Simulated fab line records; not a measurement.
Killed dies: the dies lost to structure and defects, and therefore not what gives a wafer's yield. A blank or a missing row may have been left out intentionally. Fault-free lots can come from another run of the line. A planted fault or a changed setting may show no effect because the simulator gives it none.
Problem report in the 8D (eight disciplines) form, filled by code / flow n5-finfet / the parts of the form that need people (team, actions taken, sign-off) are left out

1. THE PROBLEM
spin-speed-rpm at N5_BEOL_M4_COAT_05 reads a mean of 2110.8 rpm on 6 wafers of 2 lots; wafers without a fault read 1499.8 rpm with a standard deviation of 0.97. That is +99 or more standard deviations from the usual mean.
The step: resist thk 30 nm.
First observed at day 9 12:38: wafer L163.2, on litho-track-02. At this step, 31 wafers from 11 lots have a number in the record. Rule for "out" (also "out of limits"): further than 4 standard deviations from the usual mean. All remaining wafers that have a number are taken as sound.

2. WHAT IT IS AND WHAT IT IS NOT
question=which readings at this step | is=spin-speed-rpm | is not=-
question=which lots | is=L163, L165 | is not=L156, L157, L159, L168, L173, L176, L177, L178, L179
question=which wafers of those lots | is=all that have a number | is not=-
question=read on which tools | is=litho-track-02 | is not=litho-track-03, litho-track-05
question=when | is=from day 9 12:38 | is not=up to then (8 sound wafers); but 17 sound wafers of L168, L173, L176, L177, L178, L179 came after

3. THE SUSPECTS, EACH WITH WHAT RULES IT OUT
Counting: a tool at any process step up to the reading remains a suspect when it ran all the lots that are out and ran no sound lot after the first of those.
- litho-track-02 at N5_BEOL_M4_COAT_05 (resist thk 30 nm): ruled out as a lasting fault. After its first lot that is out, L163 (day 9 12:38), sound lots L178 ran on it.
Left after counting: nothing in the record.

4. THE CAUSE (what the simulator had put in)
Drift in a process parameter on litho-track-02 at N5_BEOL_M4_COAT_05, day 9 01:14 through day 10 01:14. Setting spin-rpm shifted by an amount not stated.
Counting ruled it out, wrongly.

5. SEQUENCE OF EFFECTS, ordered by route
One row per reading whose mean, taken over the struck wafers that have a number, lies over 3 standard deviations from the usual. Readings are gone through only where the record gives a usual standard deviation; hours: the median, over the lots, of the time from a lot's start at the first step in this table giving one to that lot's start at this step; sigmas: the change measured in usual standard deviations.
hours=0; step=N5_BEOL_M4_COAT_05; reading=spin-speed-rpm; usual=1499.8 rpm; on struck wafers=2110.8; change=+611.0; sigmas=+99 or more
The process steps in it:
- N5_BEOL_M4_COAT_05: resist thk 30 nm.
Later measuring or inspecting steps at which every struck wafer that the step has a row for has a number for every such reading, and none has moved that far: N5_BEOL_M4_CD_MEAS_11, N5_BEOL_M4_OVL_MEAS_12, N5_BEOL_M4_RC_MEAS_101.

6. HOW IT WOULD HAVE BEEN CAUGHT EARLIER
In this record the first reading out of limits was taken at day 9 12:38, 11 hours after the fault began at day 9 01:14.
